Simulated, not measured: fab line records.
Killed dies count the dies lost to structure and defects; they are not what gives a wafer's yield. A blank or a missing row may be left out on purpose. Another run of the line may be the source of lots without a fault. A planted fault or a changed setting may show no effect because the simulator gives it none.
Split-lot trial	flow n5 finfet	route with 1938 steps; 7 lots, 21 wafers read

== THE SPLIT ==
At N5_BEOL_M5_COAT_74 (time 60 s, resist thk 5 nm), the setting spin rpm was moved away from the recipe's 1500 rpm on 4 of the 21 wafers read, by -4.1% to +9.9%. All remaining wafers had this setting at the recipe value.

== FROM THE SPLIT TO THE READING: what the file shows between them, 7 steps ==
- N5_BEOL_M5_COAT_22: resist thk 30 nm (also split here: spin rpm)
- N5_BEOL_M5_EBR_24
- N5_BEOL_M5_SOFTBAKE_23: time 60 s
- N5_BEOL_M5_EXPOSE_25: exposes mask V4, defocus 10 nm
- N5_BEOL_M5_PEB_26: peb time 60 s
- N5_BEOL_M5_DEVELOP_27: develop time 30 s
- N5_BEOL_M5_DESCUM_33: chemistry O2, time 7 s

== THE READING ==
etch.depth nm (the simulator's own value, which no gauge read), in nm, at N5_BEOL_M5_ETCH_75 (etches underlayer in N2/H2, target depth 6.5 nm, time 5.2 s). The file gives no usual value for it. Here, 17 wafers ran the recipe; their average is 5.004 nm with a standard deviation of 0.013 nm.

wafer	tool, chamber at the split	spin rpm as run, rpm	against the recipe	etch.depth nm, nm	against lot-mates on the recipe
L079.2	litho track-03, 0	1500	recipe	5.006	-
L079.4	litho track-03, 0	1500	recipe	5.005	-
L079.5	litho track-03, 0	1625	+8.3%	4.815	-0.190
L083.1	litho track-02, 0	1500	recipe	5.004	-
L083.3	litho track-02, 0	1500	recipe	5.005	-
L083.5	litho track-02, 0	1500	recipe	5.015	-
L084.4	litho track-03, 0	1500	recipe	4.993	-
L084.5	litho track-03, 0	1500	recipe	4.992	-
L084.6	litho track-03, 0	1500	recipe	4.997	-
L088.4	litho track-03, 0	1500	recipe	4.985	-
L088.5	litho track-03, 0	1500	recipe	5	-
L088.6	litho track-03, 0	1649	+9.9%	4.76	-0.232
L093.2	litho track-02, 0	1648	+9.9%	4.796	-0.238
L093.5	litho track-02, 0	1500	recipe	5.038	-
L093.6	litho track-02, 0	1500	recipe	5.03	-
L095.2	litho track-03, 0	1439	-4.1%	5.104	+0.109
L095.4	litho track-03, 0	1500	recipe	4.988	-
L095.6	litho track-03, 0	1500	recipe	5.001	-
L097.1	litho track-01, 0	1500	recipe	4.999	-
L097.4	litho track-01, 0	1500	recipe	4.996	-
L097.6	litho track-01, 0	1500	recipe	5.006	-

FIT RESULTS
A straight line over all 21 wafers: etch.depth nm changes by -0.0229 nm for each +1% of spin rpm; r = -0.99; the points scatter about the line by 0.014 nm.
The same after taking each lot's own level away (the mean of its wafers on the recipe; 21 wafers): -0.0238 nm for each +1%; r = -1.00; scatter 0.0056 nm.
The reading moves by 0.24 nm for the largest change in spin rpm, on that fit.
Measured against the standard deviation above, the lots' own levels, which go from 4.9925 to 5.0340 nm, span 3.1 times it.
The two slopes agree, so the slope changes little with the lot-to-lot level.
Check: for one of the wafers moved furthest among these (+9.9%), held out of the fit, the line's prediction against its lot-mates is -0.237 nm. It came out at -0.232 nm against them.

== THE OTHER SPLITS THESE WAFERS WENT THROUGH ==
Before the reading, these wafers also passed through other splits. Each is held against what the fit with the lots' levels taken away leaves over:
other split on the same wafers	wafers away from the commonest value	r with etch.depth nm (lot level and that fit taken away)
N5_BEOL_M5_ETCH_72 source w	6	+0.00
N5_BEOL_M5_COAT_22 spin rpm	4	-0.14

== FILE'S OWN FIT ==
etch.depth nm changes by -0.0237 nm for each +1% of spin rpm, r = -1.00.
